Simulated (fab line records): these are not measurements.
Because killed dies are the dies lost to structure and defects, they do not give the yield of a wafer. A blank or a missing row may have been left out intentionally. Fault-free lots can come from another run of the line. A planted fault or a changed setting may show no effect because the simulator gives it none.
Matching of chambers | flow nand_harc | NHARC_P_M2_PRE_CLEAN_32 on pecvd-02 has 3 sister chambers
The step time 12 s. 20 wafers are shown with their chamber, then 10 later ones without.

## EACH WAFER AND ITS CHAMBER
wafer  | chamber | heater_power_w (W) | heater_power_outer_w (W) | rf_fwd_power_W (W)
L074.1 | 0       | 525                | 308                      | 292.3
L074.3 | 1       | 802                | 484                      | 293.2
L074.6 | 0       | 500                | 296                      | 293.9
L076.4 | 1       | 755                | 446                      | 292.8
L076.5 | 0       | 561                | 314                      | 292.9
L076.6 | 2       | 651                | 379                      | 291.8
L078.1 | 0       | 594                | 340                      | 291.9
L078.3 | 1       | 826                | 489                      | 292.8
L078.5 | 2       | 690                | 407                      | 291.4
L089.2 | 0       | 617                | 365                      | 293.0
L089.4 | 0       | 619                | 364                      | 292.8
L089.5 | 2       | 655                | 369                      | 292.4
L088.1 | 0       | 603                | 366                      | 291.3
L088.3 | 2       | 548                | 298                      | 291.8
L088.4 | 1       | 793                | 462                      | 293.2
L090.2 | 2       | 563                | 312                      | 291.5
L090.3 | 0       | 635                | 368                      | 293.1
L090.6 | 1       | 749                | 419                      | 293.5
L091.1 | 1       | 834                | 503                      | 292.7
L091.4 | 1       | 852                | 487                      | 293.9

SIGNATURES (means of the wafers above)
reading              | chamber 0 | chamber 1 | chamber 2 | scatter within a chamber
heater_power_w       | 581.75    | 801.57    | 621.40    | 49.2
heater_power_outer_w | 340.12    | 470.00    | 353.00    | 34.3
rf_fwd_power_W       | 292.650   | 293.157   | 291.780   | 0.605
Rule: a wafer lies at a distance from a chamber equal to the root of the sum of squares, over the readings, of (its reading less the chamber's mean, divided by the reading's scatter). The wafer belongs to the nearest chamber; if the next one is less than 2 further off, it can't be placed. The scatter: the root of (the sum of the squares of (reading less its chamber's mean) over the shown wafers, divided by (wafers less chambers)).

## WAFERS WITHOUT THEIR CHAMBER
wafer  | heater_power_w (W) | heater_power_outer_w (W) | rf_fwd_power_W (W)
L091.5 | 579                | 359                      | 291.4
L092.1 | 583                | 353                      | 294.4
L092.2 | 645                | 365                      | 292.1
L092.4 | 588                | 358                      | 292.6
L094.2 | 562                | 319                      | 292.4
L094.3 | 538                | 317                      | 293.0
L094.5 | 595                | 337                      | 293.1
L095.3 | 611                | 361                      | 292.5
L095.4 | 815                | 478                      | 291.7
L095.5 | 605                | 363                      | 292.2

## CHAMBER TAKEN BY EACH
wafer  | from the rows above     | in truth
L091.5 | can't be placed: 2 or 0 | 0
L092.1 | can't be placed: 0 or 2 | 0
L092.2 | can't be placed: 2 or 0 | 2
L092.4 | can't be placed: 0 or 2 | 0
L094.2 | can't be placed: 0 or 2 | 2
L094.3 | can't be placed: 0 or 2 | 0
L094.5 | can't be placed: 0 or 2 | 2
L095.3 | can't be placed: 0 or 2 | 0
L095.4 | 1                       | 1
L095.5 | can't be placed: 2 or 0 | 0
Correctly placed: 1 of 10. Cannot be placed on the basis of these rows: 9; the candidates contain the true chamber in 9. Wrongly placed: 0.
